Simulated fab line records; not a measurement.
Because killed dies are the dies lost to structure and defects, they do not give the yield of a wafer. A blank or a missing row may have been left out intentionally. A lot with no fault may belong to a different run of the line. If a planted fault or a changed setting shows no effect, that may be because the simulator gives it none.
Lot-split experiment + flow n5 finfet + route with 1938 steps; 7 lots, 21 wafers read

## ABOUT THE SPLIT
At N5_BEOL_M7_ETCH_41 (etches SiCN in CH3F/O2, target depth 31.9 nm, time 57.8 s), the setting source w was moved away from the recipe's 395 W on 7 of the 21 wafers read, by -15.1% to +12.1%. For the rest of the wafers, this setting stayed at what the recipe calls for.

The reading is taken at the split's own step.

## THE READING
rf vpp V, in V, at N5_BEOL_M7_ETCH_41 (etches SiCN in CH3F/O2, target depth 31.9 nm, time 57.8 s). On this fab line, fault-free wafers typically give 297.6 V with a standard deviation of 1.5 V.

| wafer  | tool, chamber at the split | source w as run, W | against the recipe | rf vpp V, V | against lot-mates on the recipe |
|--------|----------------------------|--------------------|--------------------|-------------|---------------------------------|
| L074.2 | rie diel-02, 0             | 335.3              | -15.1%             | 314.5       | +15.8                           |
| L074.3 | rie diel-02, 3             | 395                | recipe             | 299.0       | -                               |
| L074.4 | rie diel-02, 1             | 395                | recipe             | 298.4       | -                               |
| L080.2 | rie diel-05, 0             | 395                | recipe             | 298.0       | -                               |
| L080.3 | rie diel-05, 2             | 357.4              | -9.5%              | 304.8       | +6.8                            |
| L080.6 | rie diel-05, 2             | 357.4              | -9.5%              | 305.8       | +7.8                            |
| L082.4 | rie diel-05, 2             | 395                | recipe             | 295.8       | -                               |
| L082.5 | rie diel-05, 3             | 442.7              | +12.1%             | 284.4       | -12.3                           |
| L082.6 | rie diel-05, 0             | 395                | recipe             | 297.6       | -                               |
| L086.1 | rie diel-05, 0             | 395                | recipe             | 298.9       | -                               |
| L086.4 | rie diel-05, 1             | 395                | recipe             | 298.2       | -                               |
| L086.5 | rie diel-05, 2             | 395                | recipe             | 295.3       | -                               |
| L089.1 | rie diel-04, 1             | 440.9              | +11.6%             | 287.6       | -9.2                            |
| L089.4 | rie diel-04, 2             | 440.9              | +11.6%             | 285.8       | -11.0                           |
| L089.6 | rie diel-04, 3             | 395                | recipe             | 296.8       | -                               |
| L091.1 | rie diel-04, 2             | 395                | recipe             | 299.0       | -                               |
| L091.4 | rie diel-04, 1             | 395                | recipe             | 299.0       | -                               |
| L091.6 | rie diel-04, 3             | 416.9              | +5.5%              | 291.9       | -7.1                            |
| L093.3 | rie diel-04, 1             | 395                | recipe             | 299.4       | -                               |
| L093.4 | rie diel-04, 2             | 395                | recipe             | 297.8       | -                               |
| L093.6 | rie diel-04, 0             | 395                | recipe             | 298.9       | -                               |

FIT RESULTS
A straight line over all 21 wafers: rf vpp V changes by -0.99 V for each +1% of source w; r = -0.98; the points scatter about the line by 1.4 V.
The same after taking each lot's own level away (the mean of its wafers on the recipe; 21 wafers): -0.934 V for each +1%; r = -0.98; scatter 1.2 V.
The reading moves by 14 V for the largest change in source w, on that fit.
Measured against the standard deviation above, the lots' own levels, which go from 296.70 to 299.00 V, span 1.5 times it.
The two slopes are in agreement: the lot-to-lot level therefore moves the slope only a little.
Check: +13.1 V against its lot-mates is what the line predicts for one of the wafers moved furthest among these (-15.1%) when that wafer is left out of the fit. It came out at +15.8 V against them.
Tool readings at the split's step, against how far the setting was moved: rf vpp V r = -0.98.

## OTHER SPLITS ON THESE WAFERS
Before the reading, these wafers also passed through other splits. Each is held against what the fit with the lots' levels taken away leaves over:
| other split on the same wafers | wafers away from the commonest value | r with rf vpp V (lot level and that fit taken away) |
|--------------------------------|--------------------------------------|-----------------------------------------------------|
| N5_BEOL_M3_COAT_68 spin rpm    | 4                                    | -0.31                                               |
| N5_BEOL_M6_COAT_59 spin rpm    | 5                                    | +0.34                                               |
| N5_BEOL_M6_ETCH_61 bias w      | 5                                    | -0.19                                               |
| N5_BEOL_M6_ETCH_66 bias w      | 3                                    | +0.23                                               |

## THE FILE'S OWN FIT
rf vpp V changes by -0.975 V for each +1% of source w, r = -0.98.
